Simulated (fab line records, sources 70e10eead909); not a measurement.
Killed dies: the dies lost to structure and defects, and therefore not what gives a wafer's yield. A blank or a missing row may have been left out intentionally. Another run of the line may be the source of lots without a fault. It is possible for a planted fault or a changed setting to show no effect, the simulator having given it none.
A lot that was struck, set against a sound lot / flow nandHarc / 14 steps out of a route of 1302
Sound: wafers L224.3, L224.4, L224.6. Struck: wafer L232.5 (L232.1, L232.2, from the same lot, were not struck and are left out); the cause is given at the end.
Order at every step that has rows: each side's tool, ch and its chambers, its first start. Under that, the readings that differ: sound wafers / struck wafers / difference of the means / sigmas: that difference in standard deviations of wafers without a fault.
alike: readings with means less than 2 such deviations apart, plus words and numbers identical on both sides. not compared: withheld readings, readings lacking a value on some wafer, bounds such as >300 that could conceal the same value, and numbers that have no deviation in the record and whose values overlap.
Wherever a step has rows on one side only, a row that says differs or no value, or a row with sigmas, the two part there. Numbers that have no deviation but don't overlap get no sigmas and don't part them. Lack of a reading on every wafer of one side parts them only where that side has two or more wafers.

NHARC_A_SOURCE_PLATE_THK_MEAS_09: measures by ellipsometry.
  sound: filmMetro-01 at day 8 16:52; struck: filmMetro-02 at day 12 02:28
  alike: thkNm
then, 3 steps without rows for these wafers: NHARC_A_SOURCE_PLATE_PVD_04 (deposits WSi2, target thk 50 nm); NHARC_A_SOURCE_PLATE_CVD_03 (deposits poly-Si, target thk 200 nm, time 4000 s); NHARC_A_SOURCE_PLATE_ANNEAL_05 (time 1800 s).
NHARC_A_SOURCE_PLATE_THK_MEAS_06: measures by ellipsometry.
  sound: filmMetro-02 at day 9 06:27; struck: filmMetro-01 at day 12 15:28
  alike: thkNm
NHARC_A_SOURCE_PLATE_INSPECT_08:
  sound: defectInspect-02 at day 9 06:34; struck: defectInspect-01 at day 12 15:34
  alike: rawDefectCount
then NHARC_A_ONON_D1_DEP_00 (target thk 1000 nm), 1 step lacking rows for these wafers.
NHARC_A_ONON_D1_THK_MEAS_02: measures by ellipsometry.
  sound: filmMetro-01 at day 9 07:08; struck: filmMetro-01 at day 12 16:08
  alike: thkNm
then NHARC_A_ONON_D1_DEP_03 (target thk 1000 nm), 1 step lacking rows for these wafers.
NHARC_A_ONON_D1_THK_MEAS_05: measures by ellipsometry.
  sound: filmMetro-02 at day 9 07:42; struck: filmMetro-01 at day 12 16:43
  alike: thkNm
NHARC_A_ONON_D1_DEP_06: target thk 1000 nm.
  sound on pecvdOnon-04 ch 0, day 9 07:52; struck on pecvdOnon-02 ch 0, day 12 16:46
  alike: n2FlowSccm, n2oFlowSccm
NHARC_A_ONON_D1_THK_MEAS_08: measures by ellipsometry.
  sound: filmMetro-01 at day 9 08:16; struck: filmMetro-01 at day 12 17:16
reading=thkNm (nm); sound=1003 1004 1004; struck=1483; difference=+479; sigmas=+53
then NHARC_A_ONON_D1_DEP_09 (target thk 1000 nm), 1 step lacking rows for these wafers.
-- record jumps: 17 days between struck wafers' starts before vs after; left off in module A_ONON_D1, resumes in module END, first step shown is number 1302 of the route --
NHARC_END_SORT_01:
  the record has rows for the struck wafers here (prober-02 ch 0, day 29 18:01) and none for the sound ones

WHERE THEY PART
Last at NHARC_END_SORT_01 as far as this record goes, first at NHARC_A_ONON_D1_THK_MEAS_08.

WHY: whatever the simulator had introduced
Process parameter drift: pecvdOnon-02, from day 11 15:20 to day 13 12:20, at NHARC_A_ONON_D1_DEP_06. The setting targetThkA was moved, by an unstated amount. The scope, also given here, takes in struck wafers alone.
